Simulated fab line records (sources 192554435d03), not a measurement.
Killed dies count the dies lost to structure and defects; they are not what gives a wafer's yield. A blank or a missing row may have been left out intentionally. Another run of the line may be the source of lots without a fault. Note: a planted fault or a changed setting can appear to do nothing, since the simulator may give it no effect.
Code-filled problem report in 8D (eight disciplines) form    flow n5 finfet    the parts of the form that need people (team, actions taken, sign-off) are left out

== 1. WHAT WENT WRONG ==
cd nm at N5_BEOL_M1_CD_MEAS_28 reads a mean of 25.80 nm on 9 wafers of 3 lots; wafers without a fault read 24.02 nm with a standard deviation of 0.27. Relative to the usual mean, that is a shift of +6.6 standard deviations.
The step: target cd y 23.3 nm.
First observed at day 8 02:47: wafer L678.1, on cd sem-01. The record has a number at this step for 15 wafers belonging to 5 lots. By rule, "out" or "out of limits" means more than 4 standard deviations away from the usual mean. The other wafers with a number count as sound.

== 2. WHAT IT IS, AND WHAT IT ISN'T ==
question                     is                      is not
which readings at this step  cd nm                   -
which lots                   L678, L679, L681        L673, L680
which wafers of those lots   all that have a number  -
read on which gauges         cd sem-01, cd sem-03    cd sem-02
when                         from day 8 02:47        up to then (3 sound wafers); but 3 sound wafers of L680 came after

== 3. WHAT RULES OUT EACH SUSPECT ==
Counting: a tool at any process step up to the reading remains a suspect when it ran all the lots that are out and ran no sound lot after the first of those.
- the gauge at N5_BEOL_M1_CD_MEAS_28 is ruled out. Those wafers that are out were read across 2 gauges (cd sem-01, cd sem-03).
- euv scanner-02 at N5_BEOL_M1_EXPOSE_25 (exposes mask V0, defocus 5 nm, target cd 24 nm): kept. It processed each lot that is out, first L678 at day 8 02:38, and no sound lot thereafter; up to then, the last sound lot it processed was L673 at day 6 20:20. On those wafers its own readings are out: exposure dose mJ cm2.
The count leaves euv scanner-02 at N5_BEOL_M1_EXPOSE_25.

== 4. THE CAUSE (what the simulator had put in) ==
Process parameters drifting: euv scanner-02 at N5_BEOL_M1_EXPOSE_25, beginning at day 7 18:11. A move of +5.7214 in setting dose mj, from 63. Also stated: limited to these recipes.
Only this tool survived the counting.

== 5. SEQUENCE OF EFFECTS, ordered by route ==
Rows list readings where the struck wafers' mean (over those with a number) sits beyond 3 standard deviations from the usual. Readings are gone through only where the record gives a usual standard deviation; hours: the median, over the lots, of the time from a lot's start at the first step in this table giving one to that lot's start at this step; sigmas: the change measured in usual standard deviations.
hours  step                   reading               usual     on struck wafers  change  sigmas
0      N5_BEOL_M1_EXPOSE_25   exposure dose mJ cm2  63.01     68.71             +5.70   +84
0      N5_BEOL_M1_CD_MEAS_28  cd nm                 24.02 nm  25.80             +1.78   +6.6
Its process steps:
- N5_BEOL_M1_EXPOSE_25: exposes mask V0, defocus 5 nm, target cd 24 nm.
Later steps that measure or inspect, where all struck wafers having a row at the step show a number for every such reading and not one has moved that far: N5_BEOL_M4_RC_MEAS_101.

== 6. WHAT WOULD HAVE CAUGHT IT SOONER ==
The first out-of-limits reading at a measuring or inspecting step in this record came at day 8 02:47, 9 hours after the fault's start at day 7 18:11.
At N5_BEOL_M1_EXPOSE_25, the tool's own readings (exposure dose mJ cm2) were out on each struck wafer the step has a row for, so an alarm limit on them would have fired on the first such wafer.
L679, L681, from the lots that are out (3), started N5_BEOL_M1_EXPOSE_25 on euv scanner-02 later than day 8 02:47. A hold on the tool at that time would have spared those 2.
